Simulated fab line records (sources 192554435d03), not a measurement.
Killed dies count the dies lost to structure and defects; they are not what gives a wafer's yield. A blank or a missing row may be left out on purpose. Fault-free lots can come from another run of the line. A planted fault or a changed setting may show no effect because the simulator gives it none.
fab line records	flow n5_finfet
[record] lots = 24	wafers = 72	last_day = 19
route steps=1938 shown BEOL_M0@739 BEOL_M1@765
lots with no fault: from the same line, run without faults
start_h: hours from the record's opening day to when the first of the lot's shown wafers began	wait_h: how many hours have passed since the lot's step before this one	" unchanged from the row above	L1.1+2: a single row standing in for several wafers	- either no value or no given start	* or withheld: withheld	< > ~ a bound
route shown NAME@n: NAME is a module with steps in the file, n the number in the route of the first one	usual: the fault-free wafers' mean and standard deviation	same: alike in all rows	chamber/n: place in a boat	sites: readings site by site	_std_site: standard deviation of those values	_edge_site: inner sites' mean taken away from outer sites' mean	radius_mm: for every site, how far away it sits from the centre of the wafer	mask NAME#n: copy n	behind: the last tool/chamber to shape the wafer	hold: why the lot was held/for how many hours/how that ended	device: whichever transistor did not switch (one of n, p or np)	end of line: at the end of the route, the tests of the same wafers	for a step that has no rows: nothing shown but its recipe	killed: at the first sort, the dies lost to defects and structure; wafer yield is something else	map: shows each die of a wafer: x if killed, . if not, _ if none is there
set.NAME: the setting that was run; set.NAME@STEP: the one run at that earlier step	model.NAME: the simulator's own value behind a step, which no gauge read
steps of the route over a sample of lots; a table a step, a row a wafer
services: when a tool's chamber went out of use (start_h, in hours from the record's first day, below 0 if earlier), for how many hours, and the reason
[[steps]]
[step N5_BEOL_M0_ANNEAL_135]
[recipe] temp_c = 400	time_s = 60	ambient = vacuum
[usual] heater_power_w = 831/89	susceptor_temp_C = 400.00/0.23
lot.wafer	tool	chamber	start_h	wait_h	heater_power_w	susceptor_temp_C
L074.2	pvd_sputter-02	-	116.12	0.0	895	400.21
L074.3	"	-	"	"	861	400.00
L074.5	"	-	"	"	876	399.99
L075.3	pvd_sputter-03	-	123.76	0.0	686	399.67
L075.5	"	-	"	"	883	400.13
L075.6	"	-	"	"	693	399.72
L076.2	pvd_sputter-01	-	132.36	0.0	773	399.70
L076.4	"	-	"	"	724	399.67
L076.5	"	-	"	"	787	400.19
L077.2	pvd_sputter-01	-	136.12	0.0	723	399.35
L077.4	"	-	"	"	760	400.09
L077.5	"	-	"	"	775	399.98
L078.1	pvd_sputter-02	-	142.27	0.0	863	399.83
L078.3	"	-	"	"	841	400.36
L078.5	"	-	"	"	847	400.45
L079.3	pvd_sputter-01	-	146.68	0.0	943	399.89
L079.4	"	-	"	"	783	399.91
L079.6	"	-	"	"	718	399.69
L080.1	pvd_sputter-03	-	152.67	0.0	669	399.85
L080.3	"	-	"	"	973	400.26
L080.4	"	-	"	"	956	400.29
L082.1	pvd_sputter-01	-	164.32	0.0	925	399.89
L082.3	"	-	"	"	790	400.31
L082.4	"	-	"	"	719	399.78
L081.1	pvd_sputter-01	-	164.84	0.0	977	400.24
L081.2	"	-	"	"	725	399.96
L081.5	"	-	"	"	723	400.11
L083.1	pvd_sputter-02	-	172.19	0.0	872	400.13
L083.3	"	-	"	"	839	400.11
L083.6	"	-	"	"	856	400.16
L084.1	pvd_sputter-01	-	179.59	0.0	687	399.39
L084.3	"	-	"	"	781	400.29
L084.4	"	-	"	"	921	400.02
L086.1	pvd_sputter-03	-	192.92	0.0	886	400.08
L086.2	"	-	"	"	957	400.34
L086.6	"	-	"	"	959	400.15
L085.3	pvd_sputter-03	-	193.46	0.0	903	400.04
L085.4	"	-	"	"	966	399.91
L085.6	"	-	"	"	974	399.78
L087.3	pvd_sputter-02	-	200.58	0.0	889	400.08
L087.5	"	-	"	"	867	400.04
L087.6	"	-	"	"	858	399.69
L088.1	pvd_sputter-02	-	202.58	0.0	764	400.13
L088.3	"	-	"	"	865	399.98
L088.5	"	-	"	"	888	399.83
L089.3	pvd_sputter-01	-	209.66	0.0	762	399.83
L089.5	"	-	"	"	745	399.87
L089.6	"	-	"	"	926	400.37
L091.1	pvd_sputter-03	-	214.97	0.0	870	400.26
L091.2	"	-	"	"	701	400.09
L091.4	"	-	"	"	967	399.95
L090.1	pvd_sputter-01	-	215.32	0.0	921	399.71
L090.2	"	-	"	"	762	400.08
L090.4	"	-	"	"	789	400.38
L092.1	pvd_sputter-01	-	226.66	0.0	713	399.88
L092.2	"	-	"	"	775	399.98
L092.6	"	-	"	"	939	400.16
L093.1	pvd_sputter-03	-	230.56	0.0	967	399.82
L093.3	"	-	"	"	955	399.94
L093.6	"	-	"	"	944	399.99
L094.1	pvd_sputter-02	-	235.68	0.0	770	399.75
L094.3	"	-	"	"	883	399.64
L094.4	"	-	"	"	842	399.73
L095.1	pvd_sputter-02	-	244.86	0.0	864	400.42
L095.2	"	-	"	"	886	399.78
L095.5	"	-	"	"	877	399.76
L097.2	pvd_sputter-01	-	255.73	0.0	694	399.97
L097.5	"	-	"	"	786	399.98
L097.6	"	-	"	"	708	400.26
L096.1	pvd_sputter-02	-	260.90	0.0	870	400.07
L096.5	"	-	"	"	865	400.00
L096.6	"	-	"	"	827	399.87
[step N5_BEOL_M0_ANNEAL_119]
[recipe] temp_c = 225	time_s = 90	ambient = N2
[usual] wafer_temp_C_max = 226.1/0.3
lot.wafer	tool	chamber	start_h	wait_h	wafer_temp_C_max
L074.2	rtp_anneal-01	0	117.07	0.8	226.8
L074.3	"	0	"	"	226.4
L074.5	"	0	"	"	226.5
L075.3	rtp_anneal-01	0	124.09	0.1	226.4
L075.5	"	0	"	"	226.6
L075.6	"	0	"	"	226.0
L076.2	rtp_anneal-01	0	132.66	0.1	226.4
L076.4	"	0	"	"	226.1
L076.5	"	0	"	"	226.2
L077.2	rtp_anneal-02	0	136.59	0.3	226.3
L077.4	"	0	"	"	225.6
L077.5	"	0	"	"	226.2
L078.1	rtp_anneal-02	0	142.51	0.1	226.0
L078.3	"	0	"	"	225.8
L078.5	"	0	"	"	226.0
L079.3	rtp_anneal-01	0	147.01	0.1	226.2
L079.4	"	0	"	"	226.3
L079.6	"	0	"	"	226.3
L080.1	rtp_anneal-01	0	152.90	0.1	226.0
L080.3	"	0	"	"	226.6
L080.4	"	0	"	"	226.5
L082.1	rtp_anneal-01	0	165.01	0.5	226.4
L082.3	"	0	"	"	226.4
L082.4	"	0	"	"	226.3
L081.1	rtp_anneal-02	0	165.32	0.3	226.2
L081.2	"	0	"	"	225.9
L081.5	"	0	"	"	225.9
L083.1	rtp_anneal-01	0	172.42	0.1	225.8
L083.3	"	0	"	"	226.3
L083.6	"	0	"	"	226.2
L084.1	rtp_anneal-02	0	179.83	0.1	225.7
L084.3	"	0	"	"	225.6
L084.4	"	0	"	"	225.6
L086.1	rtp_anneal-02	0	193.62	0.5	225.8
L086.2	"	0	"	"	226.2
L086.6	"	0	"	"	226.1
L085.3	rtp_anneal-01	0	193.92	0.3	226.6
L085.4	"	0	"	"	226.6
L085.6	"	0	"	"	226.4
L087.3	rtp_anneal-02	0	201.13	0.4	226.0
L087.5	"	0	"	"	226.6
L087.6	"	0	"	"	225.6
L088.1	rtp_anneal-02	0	202.81	0.1	226.0
L088.3	"	0	"	"	225.9
L088.5	"	0	"	"	226.5
L089.3	rtp_anneal-01	0	209.99	0.1	226.0
L089.5	"	0	"	"	226.6
L089.6	"	0	"	"	225.8
L091.1	rtp_anneal-01	0	215.57	0.4	226.2
L091.2	"	0	"	"	226.0
L091.4	"	0	"	"	225.8
L090.1	rtp_anneal-01	0	215.84	0.3	227.4
L090.2	"	0	"	"	226.1
L090.4	"	0	"	"	226.6
L092.1	rtp_anneal-02	0	227.02	0.2	226.1
L092.2	"	0	"	"	226.1
L092.6	"	0	"	"	225.8
L093.1	rtp_anneal-01	0	230.80	0.1	226.3
L093.3	"	0	"	"	226.2
L093.6	"	0	"	"	226.6
L094.1	rtp_anneal-01	0	235.92	0.1	226.2
L094.3	"	0	"	"	225.7
L094.4	"	0	"	"	226.3
L095.1	rtp_anneal-02	0	245.09	0.1	226.1
L095.2	"	0	"	"	225.7
L095.5	"	0	"	"	225.9
L097.2	rtp_anneal-02	0	256.01	0.1	226.1
L097.5	"	0	"	"	226.0
L097.6	"	0	"	"	225.7
L096.1	rtp_anneal-01	0	261.13	0.1	226.2
L096.5	"	0	"	"	226.2
L096.6	"	0	"	"	226.3
[step N5_BEOL_M0_RS_MEAS_126]
[recipe] thk_meas_gauge = four-point-probe	reads = Co_of_BEOL_M0_CO_CAP_123+Cu_of_BEOL_M0_ECD_118+Co_of_BEOL_M0_CVD_115+TaN_of_BEOL_M0_ALD_136
[usual] M0_RS = 0.536/0.017
lot.wafer	tool	chamber	start_h	wait_h	M0_RS[ohm/sq]
L074.2	film_metro-01	-	117.88	0.1	0.535
L074.3	"	-	"	"	0.527
L074.5	"	-	"	"	0.521
L075.3	film_metro-02	-	124.91	0.1	0.516
L075.5	"	-	"	"	0.509
L075.6	"	-	"	"	0.516
L076.2	film_metro-01	-	133.52	0.1	0.568
L076.4	"	-	"	"	0.545
L076.5	"	-	"	"	0.518
L077.2	film_metro-02	-	137.40	0.1	0.516
L077.4	"	-	"	"	0.495
L077.5	"	-	"	"	0.506
L078.1	film_metro-02	-	143.39	0.1	0.526
L078.3	"	-	"	"	0.567
L078.5	"	-	"	"	0.537
L079.3	film_metro-02	-	147.79	0.1	0.563
L079.4	"	-	"	"	0.550
L079.6	"	-	"	"	0.532
L080.1	film_metro-01	-	153.88	0.0	0.544
L080.3	"	-	"	"	0.506
L080.4	"	-	"	"	0.500
L082.1	film_metro-02	-	165.86	0.0	0.546
L082.3	"	-	"	"	0.541
L082.4	"	-	"	"	0.531
L081.1	film_metro-01	-	166.17	0.0	0.522
L081.2	"	-	"	"	0.524
L081.5	"	-	"	"	0.508
L083.1	film_metro-01	-	173.37	0.0	0.532
L083.3	"	-	"	"	0.538
L083.6	"	-	"	"	0.535
L084.1	film_metro-02	-	180.71	0.1	0.523
L084.3	"	-	"	"	0.549
L084.4	"	-	"	"	0.505
L086.1	film_metro-02	-	194.51	0.1	0.548
L086.2	"	-	"	"	0.544
L086.6	"	-	"	"	0.524
L085.3	film_metro-02	-	194.75	0.1	0.553
L085.4	"	-	"	"	0.553
L085.6	"	-	"	"	0.529
L087.3	film_metro-01	-	201.89	0.1	0.512
L087.5	"	-	"	"	0.522
L087.6	"	-	"	"	0.519
L088.1	film_metro-01	-	203.66	0.0	0.539
L088.3	"	-	"	"	0.552
L088.5	"	-	"	"	0.529
L089.3	film_metro-01	-	210.77	0.1	0.558
L089.5	"	-	"	"	0.545
L089.6	"	-	"	"	0.565
L091.1	film_metro-02	-	216.47	0.1	0.539
L091.2	"	-	"	"	0.541
L091.4	"	-	"	"	0.552
L090.1	film_metro-01	-	216.73	0.1	0.536
L090.2	"	-	"	"	0.543
L090.4	"	-	"	"	0.530
L092.1	film_metro-02	-	228.29	0.1	0.554
L092.2	"	-	"	"	0.544
L092.6	"	-	"	"	0.549
L093.1	film_metro-01	-	231.75	0.0	0.594
L093.3	"	-	"	"	0.570
L093.6	"	-	"	"	0.555
L094.1	film_metro-01	-	236.77	0.0	0.551
L094.3	"	-	"	"	0.564
L094.4	"	-	"	"	0.533
L095.1	film_metro-01	-	246.21	0.0	0.526
L095.2	"	-	"	"	0.539
L095.5	"	-	"	"	0.534
L097.2	film_metro-02	-	256.90	0.1	0.541
L097.5	"	-	"	"	0.541
L097.6	"	-	"	"	0.527
L096.1	film_metro-02	-	262.27	0.0	0.549
L096.5	"	-	"	"	0.530
L096.6	"	-	"	"	0.528
[step N5_BEOL_M1_OVL_MEAS_12]
[recipe] points_per_wafer = 522
[usual] M1_OVL = -0.3/0.73
lot.wafer	tool	chamber	start_h	wait_h	M1_OVL[nm]
L074.2	overlay-02	0	121.18	0.0	0.0
L074.3	"	0	"	"	0.2
L074.5	"	0	"	"	-0.5
L075.3	overlay-01	0	127.24	0.0	-1.7
L075.5	"	0	"	"	0.2
L075.6	"	0	"	"	0.4
L076.2	overlay-02	0	135.71	0.0	-0.5
L076.4	"	0	"	"	-0.5
L076.5	"	0	"	"	0.1
L077.2	overlay-01	0	139.12	0.0	-0.2
L077.4	"	0	"	"	0.0
L077.5	"	0	"	"	-0.5
L078.1	overlay-01	0	144.90	0.0	0.3
L078.3	"	0	"	"	-0.7
L078.5	"	0	"	"	-1.1
L079.3	overlay-01	0	148.50	0.0	0.1
L079.4	"	0	"	"	0.4
L079.6	"	0	"	"	0.5
L080.1	overlay-01	0	157.34	0.0	-0.7
L080.3	"	0	"	"	-0.6
L080.4	"	0	"	"	-0.1
L082.1	overlay-01	0	166.73	0.0	-0.2
L082.3	"	0	"	"	0.7
L082.4	"	0	"	"	0.6
L081.1	overlay-02	0	168.60	0.0	-0.2
L081.2	"	0	"	"	-1.2
L081.5	"	0	"	"	0.0
L083.1	overlay-01	0	177.24	0.0	0.9
L083.3	"	0	"	"	0.4
L083.6	"	0	"	"	-0.3
L084.1	overlay-02	0	181.81	0.0	0.1
L084.3	"	0	"	"	0.2
L084.4	"	0	"	"	-0.2
L086.1	overlay-01	0	199.22	0.0	-0.1
L086.2	"	0	"	"	0.1
L086.6	"	0	"	"	-0.1
L085.3	overlay-02	0	199.40	0.0	0.8
L085.4	"	0	"	"	-1.2
L085.6	"	0	"	"	-0.7
L087.3	overlay-02	0	202.67	0.0	0.4
L087.5	"	0	"	"	1.0
L087.6	"	0	"	"	0.1
L088.1	overlay-02	0	205.06	0.0	0.4
L088.3	"	0	"	"	0.6
L088.5	"	0	"	"	0.8
L089.3	overlay-02	0	213.79	0.0	-0.7
L089.5	"	0	"	"	0.1
L089.6	"	0	"	"	-0.3
L091.1	overlay-02	0	218.92	0.0	-1.5
L091.2	"	0	"	"	-1.0
L091.4	"	0	"	"	-1.7
L090.1	overlay-02	0	218.96	0.0	-0.1
L090.2	"	0	"	"	0.0
L090.4	"	0	"	"	0.1
L092.1	overlay-02	0	230.64	0.0	-0.7
L092.2	"	0	"	"	-1.1
L092.6	"	0	"	"	-0.5
L093.1	overlay-01	0	234.24	0.0	-1.3
L093.3	"	0	"	"	0.1
L093.6	"	0	"	"	-1.0
L094.1	overlay-02	0	237.66	0.0	0.2
L094.3	"	0	"	"	-0.4
L094.4	"	0	"	"	-0.8
L095.1	overlay-02	0	248.51	0.0	-0.7
L095.2	"	0	"	"	-0.6
L095.5	"	0	"	"	-1.4
L097.2	overlay-01	0	259.20	0.0	1.6
L097.5	"	0	"	"	-0.2
L097.6	"	0	"	"	1.3
L096.1	overlay-01	0	266.84	0.0	-1.7
L096.5	"	0	"	"	-2.1
L096.6	"	0	"	"	-1.8
[step N5_BEOL_M1_STRIP_19]
[recipe] chemistry = O2	power_w = 400	temp_c = 40	pressure_mtorr = 30	rf_frequency_hz = 6e+07	bias_power_w = 0	overash_fraction = 0.2	o2_flow_sccm = 225
[usual] drypump_motor_current_A = 5.9/0.4	o2_flow_sccm = 225.0/0.65	oes_product_au = 0.76/0.063	rf_vpp_V = 3.7/0.45	showerhead_plenum_p_Torr = 2.11/0.051	throttle_valve_pct = 16.69/0.13
lot.wafer	tool	chamber	start_h	wait_h	drypump_motor_current_A	o2_flow_sccm	oes_product_au	rf_hours_counter_h	rf_vpp_V	showerhead_plenum_p_Torr	throttle_valve_pct
L074.2	rie_diel-03	3	121.63	0.1	5.6	225.3	0.70	189	3.6	2.08	16.77
L074.3	"	1	"	"	6.0	225.3	0.92	17	3.2	2.06	16.49
L074.5	"	1	"	"	6.1	224.8	0.92	-	2.9	2.06	16.49
L075.3	rie_diel-04	0	127.68	0.1	5.5	225.9	0.86	45	3.1	2.23	16.46
L075.5	"	1	"	"	6.2	224.9	0.77	-	4.0	2.10	16.83
L075.6	"	2	"	"	6.5	226.2	0.73	-	3.4	2.09	16.63
L076.2	rie_diel-03	0	136.16	0.1	6.3	224.0	0.75	190	3.4	2.07	16.68
L076.4	"	3	"	"	5.6	224.6	0.71	-	3.5	2.08	16.81
L076.5	"	0	"	"	6.3	225.3	0.74	-	4.0	2.07	16.68
L077.2	rie_diel-04	2	139.56	0.1	6.5	225.2	0.74	192	3.6	2.09	16.61
L077.4	"	0	"	"	5.4	224.7	0.86	49	3.3	2.23	16.46
L077.5	"	0	"	"	5.5	225.6	0.87	-	4.3	2.23	16.48
L078.1	rie_diel-03	1	145.57	0.1	6.0	224.3	0.91	26	3.6	2.06	16.50
L078.3	"	0	"	"	6.3	226.0	0.74	194	4.7	2.07	16.69
L078.5	"	3	"	"	5.6	225.4	0.71	-	3.4	2.08	16.79
L079.3	rie_diel-05	1	148.94	0.1	5.8	224.7	0.74	158	3.0	2.18	16.74
L079.4	"	3	"	"	5.7	224.7	0.87	42	2.9	2.22	16.59
L079.6	"	0	"	"	5.2	224.1	0.81	-	3.8	2.11	16.79
L080.1	rie_diel-05	3	157.89	0.2	5.7	225.1	0.87	45	3.3	2.22	16.60
L080.3	"	1	"	"	5.8	224.6	0.74	161	4.7	2.18	16.76
L080.4	"	2	"	"	5.7	225.1	0.72	193	3.2	2.17	16.90
L082.1	rie_diel-03	1	167.37	0.1	6.0	225.4	0.90	33	3.1	2.06	16.50
L082.3	"	0	"	"	6.4	225.0	0.73	201	3.3	2.07	16.69
L082.4	"	2	"	"	5.4	224.8	0.75	175	4.1	2.09	16.53
L081.1	rie_diel-03	2	169.28	0.1	5.4	224.9	0.75	176	3.2	2.09	16.55
L081.2	"	3	"	"	5.6	225.5	0.70	205	3.4	2.08	16.81
L081.5	"	0	"	"	6.3	224.2	0.73	-	3.9	2.07	16.69
L083.1	rie_diel-03	1	177.77	0.2	6.0	224.4	0.87	35	4.0	2.06	16.51
L083.3	"	0	"	"	6.4	224.5	0.73	203	3.3	2.07	16.69
L083.6	"	0	"	"	6.4	225.4	0.73	-	3.3	2.07	16.69
L084.1	rie_diel-03	2	182.32	0.1	5.5	225.5	0.74	180	3.7	2.09	16.56
L084.3	"	0	"	"	6.4	225.1	0.72	204	3.4	2.07	16.71
L084.4	"	1	"	"	6.1	224.8	0.88	36	3.9	2.06	16.51
L086.1	rie_diel-03	1	200.14	0.2	6.0	225.8	0.87	42	4.5	2.05	16.52
L086.2	"	2	"	"	5.4	224.3	0.74	185	3.7	2.09	16.57
L086.6	"	2	"	"	5.5	224.3	0.75	-	3.6	2.09	16.57
L085.3	rie_diel-03	0	200.32	0.1	6.4	225.0	0.72	210	4.1	2.07	16.71
L085.4	"	3	"	"	5.6	224.7	0.70	214	4.4	2.07	16.82
L085.6	"	1	"	"	6.1	224.2	0.88	-	4.1	2.05	16.53
L087.3	rie_diel-04	0	203.31	0.1	5.4	223.6	0.83	70	3.3	2.22	16.51
L087.5	"	3	"	"	6.5	224.9	0.70	-	3.4	2.09	16.69
L087.6	"	2	"	"	6.5	225.2	0.72	-	4.0	2.08	16.67
L088.1	rie_diel-03	0	205.51	0.1	6.4	225.2	0.73	212	3.1	2.07	16.71
L088.3	"	3	"	"	5.6	224.9	0.71	216	3.8	2.07	16.82
L088.5	"	1	"	"	6.0	225.8	0.87	-	3.3	2.05	16.53
L089.3	rie_diel-04	3	214.36	0.1	6.5	225.6	0.71	184	3.9	2.09	16.69
L089.5	"	2	"	"	6.5	224.7	0.73	-	2.8	2.08	16.67
L089.6	"	3	"	"	6.5	224.8	0.70	-	4.6	2.09	16.70
L091.1	rie_diel-03	0	219.47	0.2	6.4	225.2	0.73	216	3.6	2.07	16.73
L091.2	"	1	"	"	6.0	224.1	0.87	48	3.5	2.05	16.53
L091.4	"	3	"	"	5.6	225.1	0.69	221	2.9	2.07	16.83
L090.1	rie_diel-05	0	219.69	0.2	5.2	224.6	0.79	98	3.9	2.11	16.84
L090.2	"	3	"	"	5.7	225.2	0.84	64	4.2	2.21	16.63
L090.4	"	1	"	"	5.8	225.3	0.72	178	3.6	2.18	16.77
L092.1	rie_diel-04	1	231.32	0.3	6.2	224.6	0.75	159	3.8	2.09	16.89
L092.2	"	0	"	"	5.4	223.9	0.83	77	3.3	2.22	16.53
L092.6	"	2	"	"	6.5	223.9	0.72	-	3.4	2.08	16.68
L093.1	rie_diel-05	0	235.10	0.2	5.3	224.5	0.79	103	3.5	2.11	16.85
L093.3	"	1	"	"	5.8	224.3	0.72	184	3.9	2.18	16.77
L093.6	"	2	"	"	5.7	224.9	0.71	-	3.6	2.16	16.94
L094.1	rie_diel-03	2	238.20	0.2	5.5	225.1	0.73	198	3.8	2.09	16.58
L094.3	"	0	"	"	6.4	225.1	0.71	222	4.0	2.06	16.75
L094.4	"	0	"	"	6.3	224.8	0.72	-	3.5	2.06	16.74
L095.1	rie_diel-05	1	249.01	0.1	5.8	225.2	0.72	188	3.2	2.17	16.78
L095.2	"	2	"	"	5.7	225.7	0.71	220	3.7	2.16	16.96
L095.5	"	2	"	"	5.7	225.2	0.71	-	3.6	2.16	16.96
L097.2	rie_diel-04	1	259.66	0.1	6.2	225.0	0.75	168	4.1	2.09	16.91
L097.5	"	2	"	"	6.5	224.5	0.72	-	3.6	2.08	16.69
L097.6	"	1	"	"	6.2	224.8	0.75	-	3.2	2.09	16.89
L096.1	rie_diel-04	2	267.31	0.1	6.5	224.9	0.72	228	4.6	2.08	16.70
L096.5	"	0	"	"	5.5	226.3	0.82	-	3.9	2.22	16.54
L096.6	"	1	"	"	6.2	224.6	0.74	-	4.8	2.09	16.91
[step N5_BEOL_M1_OVL_MEAS_29]
[recipe] points_per_wafer = 522
[usual] V0_OVL = 0.2/0.61
lot.wafer	tool	chamber	start_h	wait_h	V0_OVL[nm]
L074.2	overlay-02	0	122.05	0.0	0.9
L074.3	"	0	"	"	0.3
L074.5	"	0	"	"	0.0
L075.3	overlay-01	0	128.11	0.0	1.3
L075.5	"	0	"	"	0.3
L075.6	"	0	"	"	-0.3
L076.2	overlay-02	0	136.71	0.0	0.4
L076.4	"	0	"	"	0.9
L076.5	"	0	"	"	1.1
L077.2	overlay-02	0	140.15	0.0	1.1
L077.4	"	0	"	"	0.9
L077.5	"	0	"	"	1.4
L078.1	overlay-01	0	145.99	0.0	0.7
L078.3	"	0	"	"	1.0
L078.5	"	0	"	"	1.3
L079.3	overlay-02	0	149.37	0.0	0.2
L079.4	"	0	"	"	-0.3
L079.6	"	0	"	"	0.5
L080.1	overlay-01	0	158.43	0.0	0.6
L080.3	"	0	"	"	-0.4
L080.4	"	0	"	"	-0.1
L082.1	overlay-02	0	167.91	0.0	0.7
L082.3	"	0	"	"	0.7
L082.4	"	0	"	"	0.1
L081.1	overlay-01	0	169.70	0.0	-0.1
L081.2	"	0	"	"	-1.1
L081.5	"	0	"	"	0.2
L083.1	overlay-01	0	178.19	0.0	0.2
L083.3	"	0	"	"	0.6
L083.6	"	0	"	"	-0.6
L084.1	overlay-02	0	182.87	0.0	-0.4
L084.3	"	0	"	"	0.3
L084.4	"	0	"	"	0.6
L086.1	overlay-02	0	200.69	0.0	-0.1
L086.2	"	0	"	"	-0.4
L086.6	"	0	"	"	0.3
L085.3	overlay-01	0	200.76	0.0	0.0
L085.4	"	0	"	"	-1.0
L085.6	"	0	"	"	-0.9
L087.3	overlay-02	0	203.74	0.0	-0.3
L087.5	"	0	"	"	-0.4
L087.6	"	0	"	"	0.2
L088.1	overlay-01	0	206.05	0.0	0.8
L088.3	"	0	"	"	1.1
L088.5	"	0	"	"	-0.6
L089.3	overlay-01	0	214.79	0.0	-0.6
L089.5	"	0	"	"	-0.4
L089.6	"	0	"	"	0.3
L091.1	overlay-02	0	219.89	0.0	0.0
L091.2	"	0	"	"	0.2
L091.4	"	0	"	"	0.8
L090.1	overlay-02	0	221.04	0.0	0.3
L090.2	"	0	"	"	-0.5
L090.4	"	0	"	"	-0.4
L092.1	overlay-01	0	231.87	0.0	-0.3
L092.2	"	0	"	"	-0.3
L092.6	"	0	"	"	-0.5
L093.1	overlay-02	0	235.52	0.0	0.4
L093.3	"	0	"	"	0.9
L093.6	"	0	"	"	0.5
L094.1	overlay-01	0	238.74	0.0	0.4
L094.3	"	0	"	"	0.3
L094.4	"	0	"	"	-0.1
L095.1	overlay-02	0	249.56	0.0	0.6
L095.2	"	0	"	"	0.6
L095.5	"	0	"	"	0.1
L097.2	overlay-02	0	260.08	0.0	0.3
L097.5	"	0	"	"	0.2
L097.6	"	0	"	"	1.1
L096.1	overlay-02	0	267.85	0.0	0.2
L096.5	"	0	"	"	-0.2
L096.6	"	0	"	"	-0.1
[[services]]
tool	chamber	start_h	hours	kind
rie_diel-04	3	95.97	9.2	repair
rie_diel-03	2	97.05	64.8	repair
rie_diel-05	-	140.08	0.4	repair
pvd_sputter-02	-	174.26	5.0	repair
rie_diel-03	1	235.73	2.8	repair
rie_diel-03	-	252.66	2.8	pm
rie_diel-04	3	264.39	11.2	repair
[[key]]
fault none
